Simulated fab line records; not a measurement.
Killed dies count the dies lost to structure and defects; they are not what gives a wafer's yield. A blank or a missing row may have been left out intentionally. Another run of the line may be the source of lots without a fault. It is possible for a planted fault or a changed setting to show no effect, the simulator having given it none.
Chamber matching / flow n5Finfet / pecvd-01 running N5_SDB_HM_DEP_00: 3 sister chambers
The step deposits SiNx from SiH4/NH3/N2, target thk 40 nm, time 35.3 s. 6 wafers are shown with their chamber, then 9 later ones without.

== EACH WAFER AND ITS CHAMBER ==
wafer=L083.2; chamber=1; throttleValvePct (%)=41.4; showerheadPlenumPTorr (Torr)=5.15
wafer=L083.5; chamber=1; throttleValvePct (%)=41.5; showerheadPlenumPTorr (Torr)=5.15
wafer=L083.6; chamber=0; throttleValvePct (%)=38.8; showerheadPlenumPTorr (Torr)=5.12
wafer=L085.1; chamber=0; throttleValvePct (%)=39.1; showerheadPlenumPTorr (Torr)=5.13
wafer=L085.3; chamber=2; throttleValvePct (%)=43.7; showerheadPlenumPTorr (Torr)=5.22
wafer=L085.4; chamber=2; throttleValvePct (%)=43.4; showerheadPlenumPTorr (Torr)=5.23

== WAFERS WHOSE CHAMBER IS MISSING ==
wafer=L087.1; throttleValvePct (%)=39.2; showerheadPlenumPTorr (Torr)=5.12
wafer=L087.4; throttleValvePct (%)=41.6; showerheadPlenumPTorr (Torr)=5.15
wafer=L087.5; throttleValvePct (%)=43.6; showerheadPlenumPTorr (Torr)=5.22
wafer=L091.2; throttleValvePct (%)=41.5; showerheadPlenumPTorr (Torr)=5.14
wafer=L091.5; throttleValvePct (%)=41.4; showerheadPlenumPTorr (Torr)=5.14
wafer=L091.6; throttleValvePct (%)=43.3; showerheadPlenumPTorr (Torr)=5.24
wafer=L092.4; throttleValvePct (%)=39.0; showerheadPlenumPTorr (Torr)=5.12
wafer=L092.5; throttleValvePct (%)=43.3; showerheadPlenumPTorr (Torr)=5.22
wafer=L092.6; throttleValvePct (%)=41.4; showerheadPlenumPTorr (Torr)=5.15

== WHICH CHAMBER EACH WENT THROUGH ==
wafer=L087.1; from the rows above=0; in truth=0
wafer=L087.4; from the rows above=1; in truth=1
wafer=L087.5; from the rows above=2; in truth=2
wafer=L091.2; from the rows above=1; in truth=1
wafer=L091.5; from the rows above=1; in truth=1
wafer=L091.6; from the rows above=2; in truth=2
wafer=L092.4; from the rows above=0; in truth=0
wafer=L092.5; from the rows above=2; in truth=2
wafer=L092.6; from the rows above=1; in truth=1
Placed correctly: 9 of 9. Can't be placed from these rows: 0. Wrongly placed: 0.
How it was worked out, from the rows above alone: a wafer's distance from a chamber is the root of the sum, over the readings, of the square of ((its reading less the chamber's mean) divided by the reading's scatter). If the next closest chamber is less than 2 further off than the closest, the wafer can't be placed; otherwise it belongs to the closest. The mean given for a chamber averages the wafers shown for that chamber. The scatter is the square root of a quotient: the sum, over the shown wafers, of each reading's squared deviation from its chamber's mean, divided by wafers minus chambers.
